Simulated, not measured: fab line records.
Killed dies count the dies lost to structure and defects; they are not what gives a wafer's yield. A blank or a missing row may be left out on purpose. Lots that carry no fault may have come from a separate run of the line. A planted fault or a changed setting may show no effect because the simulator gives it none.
Matching of chambers | flow nand-harc | 4 sister chambers for NHARC_P_GATE_DESCUM_93 on rie-diel-08
The step chemistry O2, time 3 s. 20 wafers are shown with their chamber, then 10 later ones without.

WAFERS, EACH WITH ITS CHAMBER
wafer  | chamber | showerhead-plenum-p-Torr (Torr) | drypump-motor-current-A (A) | oes-product-au (a.u.)
L076.1 | 3       | 1.80                            | 5.75                        | 0.976
L076.5 | 3       | 1.80                            | 5.71                        | 0.983
L076.6 | 1       | 1.88                            | 5.97                        | 1.017
L077.1 | 1       | 1.88                            | 5.99                        | 0.997
L077.5 | 0       | 1.98                            | 5.70                        | 1.005
L077.6 | 1       | 1.88                            | 5.99                        | 1.002
L080.3 | 3       | 1.80                            | 5.68                        | 1.000
L080.4 | 0       | 1.98                            | 5.68                        | 0.994
L080.6 | 0       | 1.98                            | 5.70                        | 1.002
L083.1 | 3       | 1.80                            | 5.69                        | 0.977
L083.2 | 2       | 1.94                            | 5.83                        | 1.008
L083.6 | 2       | 1.94                            | 5.80                        | 1.001
L086.1 | 1       | 1.87                            | 5.98                        | 1.014
L086.2 | 2       | 1.94                            | 5.81                        | 1.000
L086.5 | 1       | 1.87                            | 5.97                        | 1.004
L087.1 | 0       | 1.98                            | 5.69                        | 0.993
L087.2 | 2       | 1.94                            | 5.80                        | 1.010
L087.3 | 3       | 1.80                            | 5.68                        | 0.986
L090.2 | 0       | 1.98                            | 5.67                        | 0.980
L090.5 | 0       | 1.98                            | 5.69                        | 0.988

SIGNATURES (averages over the wafers above)
reading                  | chamber 0 | chamber 1 | chamber 2 | chamber 3 | scatter within a chamber
showerhead-plenum-p-Torr | 1.9800    | 1.8760    | 1.9400    | 1.8000    | 0.00274
drypump-motor-current-A  | 5.6883    | 5.9800    | 5.8100    | 5.7020    | 0.018
oes-product-au           | 0.99367   | 1.00680   | 1.00475   | 0.98440   | 0.00847
Rule: distance of a wafer from a chamber = root of the sum over the readings of ((wafer's reading minus chamber's mean) / reading's scatter) squared. If the next closest chamber is less than 2 further off than the closest, the wafer can't be placed; otherwise it belongs to the closest. How the scatter is found: for the shown wafers, subtract from each reading the mean of its chamber, square and add these, divide the total by (wafers less chambers), then take the root.

WAFERS MISSING THEIR CHAMBER
wafer  | showerhead-plenum-p-Torr (Torr) | drypump-motor-current-A (A) | oes-product-au (a.u.)
L090.6 | 1.87                            | 5.92                        | 1.019
L090.1 | 1.94                            | 5.82                        | 1.001
L090.3 | 1.79                            | 5.69                        | 0.984
L090.4 | 1.87                            | 5.97                        | 1.026
L092.1 | 1.87                            | 5.93                        | 1.013
L092.2 | 1.80                            | 5.66                        | 0.988
L092.4 | 1.98                            | 5.67                        | 0.990
L095.1 | 1.94                            | 5.82                        | 1.008
L095.3 | 1.87                            | 5.95                        | 1.015
L095.4 | 1.80                            | 5.69                        | 0.991

THE CHAMBER EACH PASSED THROUGH
wafer  | from the rows above | in truth
L090.6 | 1                   | 1
L090.1 | 2                   | 2
L090.3 | 3                   | 3
L090.4 | 1                   | 1
L092.1 | 1                   | 1
L092.2 | 3                   | 3
L092.4 | 0                   | 0
L095.1 | 2                   | 2
L095.3 | 1                   | 1
L095.4 | 3                   | 3
Placed correctly: 10 of 10. Left unplaced by these rows: 0. Placed wrongly: 0.
